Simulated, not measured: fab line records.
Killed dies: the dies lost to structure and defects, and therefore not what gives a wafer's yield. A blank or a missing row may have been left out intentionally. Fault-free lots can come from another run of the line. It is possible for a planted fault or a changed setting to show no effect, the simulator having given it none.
Chamber matching -- flow nand-harc -- NHARC_P_GATE_DESCUM_48 on rie-diel-04: 4 sister chambers
The step chemistry O2, time 3 s. 4 wafers are shown with their chamber, then 10 later ones without.

WAFERS, EACH WITH ITS CHAMBER
wafer,chamber,drypump-motor-current-A (A)
L088.1,2,5.4
L088.4,1,5.8
L091.1,3,5.5
L091.2,0,5.8

WAFERS WITHOUT THEIR CHAMBER
wafer,drypump-motor-current-A (A)
L091.5,5.7
L095.1,5.5
L095.2,5.4
L095.5,5.8
L096.1,5.4
L096.3,5.5
L096.6,5.8
L097.1,5.4
L097.2,5.4
L097.4,5.8

WHICH CHAMBER EACH ONE RAN IN
wafer,from the rows above,in truth
L091.5,can't be placed: 0 or 1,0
L095.1,3,3
L095.2,2,2
L095.5,can't be placed: 0 or 1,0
L096.1,2,2
L096.3,3,3
L096.6,can't be placed: 0 or 1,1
L097.1,2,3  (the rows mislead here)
L097.2,2,2
L097.4,can't be placed: 0 or 1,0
Placed correctly: 5 of 10. These rows do not allow placing 4 (true chamber among the candidates in 4). Wrongly placed: 1.
How it was worked out, from the rows above alone: a wafer's distance from a chamber is the root of the sum, over the readings, of the square of ((its reading less the chamber's mean) divided by the reading's scatter). The wafer belongs to the nearest chamber; if the next one is less than 2 further off, it can't be placed. For every chamber, the mean is computed from those of its wafers that are shown. The scatter (one wafer shown for each chamber): square how far every hidden wafer sits from the nearest shown wafer, average those squares and take the square root.
